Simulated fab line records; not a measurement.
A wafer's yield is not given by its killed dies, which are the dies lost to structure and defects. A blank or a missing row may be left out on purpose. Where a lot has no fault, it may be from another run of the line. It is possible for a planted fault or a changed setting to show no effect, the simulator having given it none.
What tool caused it? / flow nand harc / 14 lots with 42 wafers sampled at 5 steps, on a route of 1159 steps

## WHAT EACH GAUGE READ, for each wafer
NHARC_A_BONDPAD_CD_MEAS_13.
lot=L528; measured=day 18 07:28; on=cd sem-01; cd nm (nm)=502.1 503.3 500.1
lot=L531; measured=day 18 08:12; on=cd sem-02; cd nm (nm)=501.6 498.7 496.8
lot=L530; measured=day 19 03:59; on=cd sem-01; cd nm (nm)=503.7 502.2 501.8
lot=L535; measured=day 19 20:05; on=cd sem-03; cd nm (nm)=498.2 497.1 502.4
lot=L534; measured=day 19 21:35; on=cd sem-03; cd nm (nm)=496.0 497.4 498.4
lot=L536; measured=day 20 07:20; on=cd sem-02; cd nm (nm)=499.2 496.4 493.3
lot=L544; measured=day 22 15:22; on=cd sem-02; cd nm (nm)=499.0 498.5 496.5
lot=L546; measured=day 22 16:40; on=cd sem-03; cd nm (nm)=497.3 499.2 500.6
lot=L543; measured=day 22 17:16; on=cd sem-03; cd nm (nm)=494.9 500.6 499.2
lot=L548; measured=day 22 22:20; on=cd sem-02; cd nm (nm)=497.4 495.7 494.3
lot=L549; measured=day 23 01:18; on=cd sem-01; cd nm (nm)=500.3 500.1 501.1
lot=L550; measured=day 23 08:11; on=cd sem-03; cd nm (nm)=502.0 500.1 499.4
lot=L547; measured=day 23 17:19; on=cd sem-03; cd nm (nm)=500.5 499.3 496.7
lot=L551; measured=day 23 21:46; on=cd sem-03; cd nm (nm)=499.3 500.7 500.4

NHARC_A_BONDPAD_INSPECT_23.
lot=L528; measured=day 18 09:41; on=defect inspect-02; raw defect count=629 587 417
lot=L531; measured=day 18 10:26; on=defect inspect-02; raw defect count=527 366 876
lot=L530; measured=day 19 06:15; on=defect inspect-02; raw defect count=367 386 289
lot=L535; measured=day 19 22:44; on=defect inspect-02; raw defect count=431 397 406
lot=L534; measured=day 19 23:49; on=defect inspect-02; raw defect count=427 378 426
lot=L536; measured=day 20 09:34; on=defect inspect-02; raw defect count=254 329 428
lot=L544; measured=day 22 17:37; on=defect inspect-02; raw defect count=279 285 296
lot=L546; measured=day 22 19:06; on=defect inspect-02; raw defect count=305 380 367
lot=L543; measured=day 22 19:31; on=defect inspect-02; raw defect count=324 277 320
lot=L548; measured=day 23 00:35; on=defect inspect-02; raw defect count=358 565 467
lot=L549; measured=day 23 03:35; on=defect inspect-01; raw defect count=382 398 372
lot=L550; measured=day 23 10:29; on=defect inspect-01; raw defect count=392 320 543
lot=L547; measured=day 23 19:37; on=defect inspect-01; raw defect count=512 498 482
lot=L551; measured=day 24 00:04; on=defect inspect-01; raw defect count=441 391 509

NHARC_END_SORT_01.
lot=L534; measured=day 21 01:45; on=prober-01; killed at array=278 298 272; killed at other=2 2 1; killed at periphery=3 4 2; killed dies=283 304 275; killed open=0 0 3; killed short=2 1 0
lot=L536; measured=day 21 17:14; on=prober-01; killed at array=305 329 270; killed at other=0 3 1; killed at periphery=2 3 2; killed dies=307 335 273; killed open=3 3 3; killed short=0 3 1

## TOOL THAT RAN EACH LOT (tool first, then ch and the chambers of the sampled wafers, then the start)
lot=L528; NHARC_A_CONTACT_DEP_57=acl dep-02 ch 0, day 16 20:29; NHARC_THIN_TSV_DEGAS_53=pvd sputter-02, day 19 06:16
lot=L531; NHARC_A_CONTACT_DEP_57=acl dep-01 ch 0, day 16 23:44; NHARC_THIN_TSV_DEGAS_53=pvd sputter-01, day 19 07:32
lot=L530; NHARC_A_CONTACT_DEP_57=acl dep-02 ch 0, day 17 19:34; NHARC_THIN_TSV_DEGAS_53=pvd sputter-02, day 19 22:24
lot=L535; NHARC_A_CONTACT_DEP_57=acl dep-02 ch 0, day 18 05:44; NHARC_THIN_TSV_DEGAS_53=pvd sputter-03, day 20 15:50
lot=L534; NHARC_A_CONTACT_DEP_57=acl dep-01 ch 0, day 18 12:55; NHARC_THIN_TSV_DEGAS_53=pvd sputter-03, day 20 18:18
lot=L536; NHARC_A_CONTACT_DEP_57=acl dep-01 ch 0, day 18 22:24; NHARC_THIN_TSV_DEGAS_53=pvd sputter-03, day 21 05:43
lot=L544; NHARC_A_CONTACT_DEP_57=acl dep-02 ch 0, day 20 13:25; NHARC_THIN_TSV_DEGAS_53=pvd sputter-02, day 23 13:05
lot=L546; NHARC_A_CONTACT_DEP_57=acl dep-02 ch 0, day 20 17:48; NHARC_THIN_TSV_DEGAS_53=pvd sputter-03, day 23 16:37
lot=L543; NHARC_A_CONTACT_DEP_57=acl dep-03 ch 0, day 20 23:02; NHARC_THIN_TSV_DEGAS_53=pvd sputter-02, day 23 19:08
lot=L548; NHARC_A_CONTACT_DEP_57=acl dep-01 ch 0, day 21 15:13; NHARC_THIN_TSV_DEGAS_53=pvd sputter-03, day 23 21:08
lot=L549; NHARC_A_CONTACT_DEP_57=acl dep-01 ch 0, day 21 19:13; NHARC_THIN_TSV_DEGAS_53=pvd sputter-01, day 23 20:53
lot=L550; NHARC_A_CONTACT_DEP_57=acl dep-01 ch 0, day 21 23:44; NHARC_THIN_TSV_DEGAS_53=pvd sputter-02, day 24 03:45
lot=L547; NHARC_A_CONTACT_DEP_57=acl dep-01 ch 0, day 22 01:26; NHARC_THIN_TSV_DEGAS_53=pvd sputter-02, day 24 13:47
lot=L551; NHARC_A_CONTACT_DEP_57=acl dep-02 ch 0, day 22 08:18; NHARC_THIN_TSV_DEGAS_53=pvd sputter-01, day 24 14:49
- NHARC_A_CONTACT_DEP_57: deposits aC, target thk 2800 nm.
- NHARC_THIN_TSV_DEGAS_53: time 60 s.

## WHAT THE TOOLS THEMSELVES READ (means of the sampled wafers that have a number; where no wafer has one, the mark that the record gives instead)
NHARC_A_CONTACT_DEP_57.
lot=L528; tool=acl dep-02; throttle valve pct (%)=35.004
lot=L531; tool=acl dep-01; throttle valve pct (%)=34.992
lot=L530; tool=acl dep-02; throttle valve pct (%)=35.010
lot=L535; tool=acl dep-02; throttle valve pct (%)=34.998
lot=L534; tool=acl dep-01; throttle valve pct (%)=34.998
lot=L536; tool=acl dep-01; throttle valve pct (%)=34.994
lot=L544; tool=acl dep-02; throttle valve pct (%)=34.996
lot=L546; tool=acl dep-02; throttle valve pct (%)=35.008
lot=L543; tool=acl dep-03; throttle valve pct (%)=35.009
lot=L548; tool=acl dep-01; throttle valve pct (%)=34.995
lot=L549; tool=acl dep-01; throttle valve pct (%)=35.008
lot=L550; tool=acl dep-01; throttle valve pct (%)=35.001
lot=L547; tool=acl dep-01; throttle valve pct (%)=34.998
lot=L551; tool=acl dep-02; throttle valve pct (%)=34.997

NHARC_THIN_TSV_DEGAS_53.
lot=L528; tool=pvd sputter-02; heater power w (W)=455
lot=L531; tool=pvd sputter-01; heater power w (W)=518
lot=L530; tool=pvd sputter-02; heater power w (W)=437
lot=L535; tool=pvd sputter-03; heater power w (W)=455
lot=L534; tool=pvd sputter-03; heater power w (W)=446
lot=L536; tool=pvd sputter-03; heater power w (W)=419
lot=L544; tool=pvd sputter-02; heater power w (W)=456
lot=L546; tool=pvd sputter-03; heater power w (W)=450
lot=L543; tool=pvd sputter-02; heater power w (W)=449
lot=L548; tool=pvd sputter-03; heater power w (W)=447
lot=L549; tool=pvd sputter-01; heater power w (W)=493
lot=L550; tool=pvd sputter-02; heater power w (W)=430
lot=L547; tool=pvd sputter-02; heater power w (W)=479
lot=L551; tool=pvd sputter-01; heater power w (W)=485

## THE ANSWER, worked out from the rows above alone
Rule: the lots themselves supply what counts as usual. The widest of any qualifying gaps counts: lots, ordered by their means at a reading, are off when they make up no more than a third of the lots, leave a main group of 4 or more, and stand apart from it by 3 or more times the standard deviation of that group's means. Not used: any main group whose means are identical at the precision the tables above print for the reading. Also off: a lot with no number at a reading for which 4 or more lots have one. The other lots that the step has rows for count as sound. After the gauges, taken in route order, come the tools' own readings; for these a lot's mean is taken, as printed above. At the first step where some lot is off, the reading lying furthest off is the one used; lots without a number count as furthest.
Nothing can be told from this: no lot is off at any reading shown.

## WHAT THE SIMULATOR HAD PUT IN
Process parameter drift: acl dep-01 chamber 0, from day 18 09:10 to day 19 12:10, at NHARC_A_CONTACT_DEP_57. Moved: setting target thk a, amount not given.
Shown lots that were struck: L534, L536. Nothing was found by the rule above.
